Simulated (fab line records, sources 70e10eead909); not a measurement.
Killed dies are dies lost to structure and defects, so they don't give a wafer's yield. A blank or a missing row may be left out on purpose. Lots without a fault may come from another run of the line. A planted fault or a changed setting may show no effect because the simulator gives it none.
Chamber matching | flow nand_harc | NHARC_A_CONTACT_DESCUM_74 on rie_diel-02: 4 sister chambers
The step chemistry O2, time 3 s. 16 wafers are shown with their chamber, then 8 later ones without.

WAFERS WITH THEIR CHAMBER
wafer  | chamber | drypump_motor_current_A (A) | showerhead_plenum_p_Torr (Torr) | oes_product_au (a.u.)
L488.1 | 2       | 5.4                         | 1.89                            | 1.011
L488.2 | 1       | 5.3                         | 1.88                            | 1.010
L488.3 | 3       | 5.7                         | 1.85                            | 0.992
L491.2 | 2       | 5.4                         | 1.89                            | 1.014
L491.3 | 3       | 5.7                         | 1.85                            | 0.992
L491.5 | 0       | 4.7                         | 1.97                            | 1.005
L489.2 | 2       | 5.4                         | 1.89                            | 1.017
L489.3 | 0       | 4.7                         | 1.97                            | 1.008
L489.5 | 1       | 5.3                         | 1.88                            | 1.004
L490.1 | 1       | 5.3                         | 1.88                            | 1.016
L490.2 | 0       | 4.7                         | 1.97                            | 1.005
L490.3 | 3       | 5.7                         | 1.85                            | 0.995
L493.2 | 3       | 5.7                         | 1.84                            | 0.987
L493.5 | 0       | 4.7                         | 1.97                            | 1.007
L493.6 | 1       | 5.4                         | 1.88                            | 0.998
L495.3 | 2       | 5.4                         | 1.88                            | 1.005

SIGNATURES (means of the wafers above)
reading                  | chamber 0 | chamber 1 | chamber 2 | chamber 3 | scatter within a chamber
drypump_motor_current_A  | 4.700     | 5.325     | 5.400     | 5.700     | 0.025
showerhead_plenum_p_Torr | 1.9700    | 1.8800    | 1.8875    | 1.8475    | 0.00354
oes_product_au           | 1.00625   | 1.00700   | 1.01175   | 0.99150   | 0.00499
Rule: a wafer's distance from a chamber is the root of the sum, over the readings, of the square of ((its reading less the chamber's mean) divided by the reading's scatter). The wafer belongs to the nearest chamber; if the next one is less than 2 further off, it can't be placed. The scatter: the root of (the sum of the squares of (reading less its chamber's mean) over the shown wafers, divided by (wafers less chambers)).

WAFERS WITHOUT THEIR CHAMBER
wafer  | drypump_motor_current_A (A) | showerhead_plenum_p_Torr (Torr) | oes_product_au (a.u.)
L495.5 | 5.7                         | 1.84                            | 1.001
L495.6 | 4.7                         | 1.96                            | 0.999
L499.2 | 4.7                         | 1.96                            | 0.995
L499.3 | 5.7                         | 1.84                            | 0.991
L499.5 | 4.7                         | 1.96                            | 1.002
L507.1 | 5.4                         | 1.88                            | 1.002
L507.3 | 5.7                         | 1.84                            | 1.010
L507.6 | 5.4                         | 1.88                            | 1.010

WHICH CHAMBER EACH WENT THROUGH
wafer  | from the rows above     | in truth
L495.5 | 3                       | 3
L495.6 | 0                       | 0
L499.2 | 0                       | 0
L499.3 | 3                       | 3
L499.5 | 0                       | 0
L507.1 | can't be placed: 2 or 1 | 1
L507.3 | 3                       | 3
L507.6 | can't be placed: 2 or 1 | 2
Placed correctly: 6 of 8. Can't be placed from these rows: 2 (the true chamber is among the candidates in 2). Placed wrongly: 0.
